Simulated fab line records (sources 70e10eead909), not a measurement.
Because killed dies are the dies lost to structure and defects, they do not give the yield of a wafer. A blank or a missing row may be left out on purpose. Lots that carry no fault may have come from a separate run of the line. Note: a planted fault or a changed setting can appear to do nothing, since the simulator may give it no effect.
Chamber matching	flow nand-harc	4 sister chambers for NHARC_A_CHANNEL_FILL_D1_ALD_14 on ald-hk-03
The step deposits SiO2, target thk 2.5 nm, pulse time 10 s, ald cycles 25. 4 wafers are shown with their chamber, then 9 later ones without.

== WAFERS PAIRED WITH THEIR CHAMBERS ==
wafer	chamber	heater-power-w (W)
L081.1	0	408
L086.3	2	408
L090.2	1	499
L090.6	3	440

== WAFERS MISSING THEIR CHAMBER ==
wafer	heater-power-w (W)
L095.3	435
L095.4	479
L095.5	421
L097.2	423
L097.3	420
L097.5	424
L096.2	423
L096.3	425
L096.5	483

== WHICH CHAMBER EACH ONE RAN IN ==
wafer	from the rows above	in truth
L095.3	can't be placed: 3 or 0 or 2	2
L095.4	can't be placed: 1 or 3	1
L095.5	can't be placed: 0 or 2 or 3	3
L097.2	can't be placed: 0 or 2 or 3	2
L097.3	can't be placed: 0 or 2 or 3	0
L097.5	can't be placed: 0 or 2 or 3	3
L096.2	can't be placed: 0 or 2 or 3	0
L096.3	can't be placed: 3 or 0 or 2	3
L096.5	can't be placed: 1 or 3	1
Correct placement for 0 of the 9. From these rows, 9 cannot be placed; in 9 the true chamber is one of the candidates. 0 placed wrongly.
How it was worked out, from the rows above alone: a wafer's distance from a chamber is the root of the sum, over the readings, of the square of ((its reading less the chamber's mean) divided by the reading's scatter). The wafer belongs to the nearest chamber; if the next one is less than 2 further off, it can't be placed. The mean given for a chamber averages the wafers shown for that chamber. The scatter (one wafer shown for each chamber): square how far every hidden wafer sits from the nearest shown wafer, average those squares and take the square root.
